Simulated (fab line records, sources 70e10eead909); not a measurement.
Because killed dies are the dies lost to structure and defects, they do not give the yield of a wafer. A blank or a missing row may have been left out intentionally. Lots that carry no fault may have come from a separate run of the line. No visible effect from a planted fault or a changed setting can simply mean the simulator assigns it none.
Comparing a struck lot with a sound one    flow nand_harc    14 out of 1302 route steps
Sound: the wafers L497.1, L497.3, L497.5. Struck: wafer L500.4 (left out: L500.3, L500.5 of the same lot, which were not struck); the cause appears at the end.
Order at every step that has rows: each side's tool, ch and its chambers, its first start. Under that, the readings that differ: sound wafers    struck wafers    difference of the means    sigmas: that difference in standard deviations of wafers without a fault.
alike: words and numbers the same on both sides, and readings whose means are apart by under 2 such deviations; not compared: readings that were withheld, readings missing a value for some wafer, numbers with overlapping values and no deviation given by the record, and bounds like >300 which may hide the same value.
A row with sigmas, a row that says differs or no value, or rows on one side alone: a step with any of these is where the two part. Numbers that have no deviation but don't overlap get no sigmas and don't part them. A reading that every wafer of one side lacks parts them only if that side has two wafers or more.

NHARC_P_M1_CMP_23: polishes, t overpolish 20 s, target thk 157.82 nm.
  sound on cmp-03 ch 0,1,3, day 10 07:47; struck on cmp-02 ch 1, day 11 03:06
  alike: motor_current_A, time_to_endpoint_s
NHARC_P_M1_THK_MEAS_24: measures by xrf.
  struck on film_metro-02, day 11 03:25; sound on film_metro-02, day 10 08:07
  alike: thk_nm
then, 1 step without rows for these wafers: NHARC_P_M1_SRD_25.
NHARC_P_M1_INSPECT_27:
  struck on defect_inspect-02, day 11 03:34; sound on defect_inspect-01, day 10 08:16
  alike: raw_defect_count
NHARC_P_M1_PRE_CLEAN_32: time 12 s.
  sound on pecvd-04 ch 0,1,2, day 10 08:20; struck on pecvd-02 ch 2, day 11 03:38
  alike: heater_power_w
NHARC_P_M1_DEP_33: deposits SiCN, target thk 30 nm.
  sound on pecvd-04 ch 0,1,2, day 10 08:25; struck on pecvd-02 ch 2, day 11 03:43
reading             sound        struck  difference  sigmas
heater_power_w (W)  667 653 612  457     -187        -3
then, 5 steps without rows for these wafers: NHARC_P_M2_DEP_00 (deposits SiOC, target thk 182.5 nm); NHARC_P_M2_DEHYDRATE_01 (time 120 s); NHARC_P_M2_HMDS_02 (time 30 s); NHARC_P_M2_COAT_34 (time 65 s); NHARC_P_M2_COAT_03 (resist thk 90 nm).
NHARC_P_M2_SOFTBAKE_04: time 55 s.
  sound on litho_track-06 ch 0, day 10 09:00; struck on litho_track-06 ch 0, day 11 04:00
reading                   sound                 struck  difference  sigmas
heater_power_total_W (W)  188.42 188.42 188.38  212.87  +24.46      +99 or more
then, 1 step without rows for these wafers: NHARC_P_M2_EBR_05.
NHARC_END_SORT_01:
  the record has rows for the sound wafers here (prober-02 ch 0, day 28 12:04) and none for the struck ones

## WHERE THEY PART
Earliest at NHARC_P_M1_DEP_33; latest, in this record, at NHARC_END_SORT_01.

WHY: what the simulator had put in
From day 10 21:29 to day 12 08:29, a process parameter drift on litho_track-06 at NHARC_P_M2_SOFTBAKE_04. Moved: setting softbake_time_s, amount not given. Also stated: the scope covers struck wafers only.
